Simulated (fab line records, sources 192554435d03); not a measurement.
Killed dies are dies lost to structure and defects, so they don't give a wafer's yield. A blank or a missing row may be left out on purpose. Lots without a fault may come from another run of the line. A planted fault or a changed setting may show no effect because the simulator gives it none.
Chamber matching | flow n5_finfet | N5_MOL_CONTACT_COAG_ETCHBACK_134 on rie_diel-01: 4 sister chambers
The step etches SiO2 in CHF3, target depth 10 nm, time 6.7 s. 14 wafers are shown with their chamber, then 7 later ones without.

WAFERS WITH THEIR CHAMBER
wafer  | chamber | drypump_motor_current_A (A) | showerhead_plenum_p_Torr (Torr) | rf_vpp_V (V)
L258.1 | 3       | 5.7                         | 2.34                            | 531
L258.2 | 1       | 5.9                         | 2.46                            | 540
L258.4 | 0       | 6.0                         | 2.45                            | 536
L267.1 | 2       | 5.5                         | 2.52                            | 519
L267.5 | 0       | 6.0                         | 2.44                            | 535
L267.6 | 3       | 5.7                         | 2.33                            | 528
L268.1 | 3       | 5.7                         | 2.33                            | 529
L268.2 | 1       | 5.9                         | 2.45                            | 541
L268.5 | 2       | 5.5                         | 2.52                            | 520
L271.2 | 0       | 6.0                         | 2.44                            | 536
L271.3 | 2       | 5.5                         | 2.52                            | 518
L271.5 | 2       | 5.6                         | 2.52                            | 520
L272.1 | 1       | 5.9                         | 2.44                            | 539
L272.4 | 3       | 5.7                         | 2.33                            | 530

SIGNATURES (means of the wafers above)
reading                  | chamber 0 | chamber 1 | chamber 2 | chamber 3 | scatter within a chamber
drypump_motor_current_A  | 6.000     | 5.900     | 5.525     | 5.700     | 0.0274
showerhead_plenum_p_Torr | 2.4433    | 2.4500    | 2.5200    | 2.3325    | 0.00585
rf_vpp_V                 | 535.67    | 540.00    | 519.25    | 529.50    | 1.02
Rule: a wafer's distance from a chamber is the root of the sum, over the readings, of the square of ((its reading less the chamber's mean) divided by the reading's scatter). The wafer belongs to the nearest chamber; if the next one is less than 2 further off, it can't be placed. The scatter: the root of (the sum of the squares of (reading less its chamber's mean) over the shown wafers, divided by (wafers less chambers)).

WAFERS WITHOUT THEIR CHAMBER
wafer  | drypump_motor_current_A (A) | showerhead_plenum_p_Torr (Torr) | rf_vpp_V (V)
L272.6 | 5.7                         | 2.33                            | 530
L275.1 | 6.0                         | 2.43                            | 533
L275.5 | 5.6                         | 2.52                            | 518
L275.6 | 5.8                         | 2.32                            | 529
L276.1 | 5.5                         | 2.52                            | 519
L276.2 | 5.7                         | 2.32                            | 529
L276.4 | 6.0                         | 2.43                            | 535

WHICH CHAMBER EACH WENT THROUGH
wafer  | from the rows above | in truth
L272.6 | 3                   | 3
L275.1 | 0                   | 0
L275.5 | 2                   | 2
L275.6 | 3                   | 3
L276.1 | 2                   | 2
L276.2 | 3                   | 3
L276.4 | 0                   | 0
Placed correctly: 7 of 7. Can't be placed from these rows: 0. Placed wrongly: 0.
